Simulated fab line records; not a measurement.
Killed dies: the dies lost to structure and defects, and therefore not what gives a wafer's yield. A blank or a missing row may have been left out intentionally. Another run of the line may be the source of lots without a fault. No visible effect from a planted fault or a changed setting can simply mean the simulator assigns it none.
Matching of chambers / flow n5Finfet / N5_BEOL_M0_SAQP_ETCH_49 on rieDiel-06: 4 sister chambers
The step etches SiO2 in CF4/O2, target depth 37 nm. 14 wafers are shown with their chamber, then 7 later ones without.

## WAFERS WITH THEIR CHAMBER
wafer=L074.2; chamber=3; showerheadPlenumPTorr (Torr)=2.30; drypumpMotorCurrentA (A)=5.2; throttleValvePct (%)=15.70
wafer=L074.3; chamber=2; showerheadPlenumPTorr (Torr)=2.28; drypumpMotorCurrentA (A)=6.0; throttleValvePct (%)=15.94
wafer=L074.6; chamber=2; showerheadPlenumPTorr (Torr)=2.28; drypumpMotorCurrentA (A)=5.9; throttleValvePct (%)=15.94
wafer=L077.2; chamber=3; showerheadPlenumPTorr (Torr)=2.30; drypumpMotorCurrentA (A)=5.2; throttleValvePct (%)=15.70
wafer=L077.3; chamber=1; showerheadPlenumPTorr (Torr)=2.12; drypumpMotorCurrentA (A)=5.8; throttleValvePct (%)=16.01
wafer=L077.4; chamber=2; showerheadPlenumPTorr (Torr)=2.28; drypumpMotorCurrentA (A)=5.9; throttleValvePct (%)=15.95
wafer=L079.2; chamber=2; showerheadPlenumPTorr (Torr)=2.28; drypumpMotorCurrentA (A)=5.9; throttleValvePct (%)=15.98
wafer=L079.4; chamber=1; showerheadPlenumPTorr (Torr)=2.12; drypumpMotorCurrentA (A)=5.8; throttleValvePct (%)=16.01
wafer=L079.5; chamber=2; showerheadPlenumPTorr (Torr)=2.28; drypumpMotorCurrentA (A)=5.9; throttleValvePct (%)=15.98
wafer=L083.3; chamber=0; showerheadPlenumPTorr (Torr)=2.26; drypumpMotorCurrentA (A)=5.8; throttleValvePct (%)=15.80
wafer=L083.5; chamber=3; showerheadPlenumPTorr (Torr)=2.29; drypumpMotorCurrentA (A)=5.2; throttleValvePct (%)=15.72
wafer=L083.6; chamber=0; showerheadPlenumPTorr (Torr)=2.26; drypumpMotorCurrentA (A)=5.8; throttleValvePct (%)=15.78
wafer=L086.1; chamber=1; showerheadPlenumPTorr (Torr)=2.12; drypumpMotorCurrentA (A)=5.8; throttleValvePct (%)=16.03
wafer=L086.3; chamber=2; showerheadPlenumPTorr (Torr)=2.28; drypumpMotorCurrentA (A)=5.9; throttleValvePct (%)=15.98

SIGNATURES (means of the wafers above)
reading=showerheadPlenumPTorr; chamber 0=2.2600; chamber 1=2.1200; chamber 2=2.2800; chamber 3=2.2967; scatter within a chamber=0.00258
reading=drypumpMotorCurrentA; chamber 0=5.800; chamber 1=5.800; chamber 2=5.917; chamber 3=5.200; scatter within a chamber=0.0289
reading=throttleValvePct; chamber 0=15.7900; chamber 1=16.0167; chamber 2=15.9617; chamber 3=15.7067; scatter within a chamber=0.0168
Rule: for a wafer and a chamber, the distance is found by dividing, reading by reading, the gap between the wafer's reading and the chamber's mean by the reading's scatter, squaring, summing and taking the root. The wafer belongs to the nearest chamber; if the next one is less than 2 further off, it can't be placed. The scatter: take each reading less its chamber's mean, square it, sum over the shown wafers, divide by the number of wafers less the number of chambers, and take the root.

## WAFERS MISSING THEIR CHAMBER
wafer=L086.5; showerheadPlenumPTorr (Torr)=2.12; drypumpMotorCurrentA (A)=5.8; throttleValvePct (%)=16.02
wafer=L085.3; showerheadPlenumPTorr (Torr)=2.28; drypumpMotorCurrentA (A)=5.9; throttleValvePct (%)=15.98
wafer=L085.4; showerheadPlenumPTorr (Torr)=2.12; drypumpMotorCurrentA (A)=5.8; throttleValvePct (%)=16.03
wafer=L085.6; showerheadPlenumPTorr (Torr)=2.28; drypumpMotorCurrentA (A)=6.0; throttleValvePct (%)=15.99
wafer=L087.2; showerheadPlenumPTorr (Torr)=2.12; drypumpMotorCurrentA (A)=5.8; throttleValvePct (%)=16.02
wafer=L087.4; showerheadPlenumPTorr (Torr)=2.28; drypumpMotorCurrentA (A)=5.9; throttleValvePct (%)=15.99
wafer=L087.5; showerheadPlenumPTorr (Torr)=2.28; drypumpMotorCurrentA (A)=5.9; throttleValvePct (%)=15.97

## THE CHAMBER EACH PASSED THROUGH
wafer=L086.5; from the rows above=1; in truth=1
wafer=L085.3; from the rows above=2; in truth=2
wafer=L085.4; from the rows above=1; in truth=1
wafer=L085.6; from the rows above=2; in truth=2
wafer=L087.2; from the rows above=1; in truth=1
wafer=L087.4; from the rows above=2; in truth=2
wafer=L087.5; from the rows above=2; in truth=2
Correct placement for 7 of the 7. From these rows, 0 cannot be placed. Number placed wrongly: 0.
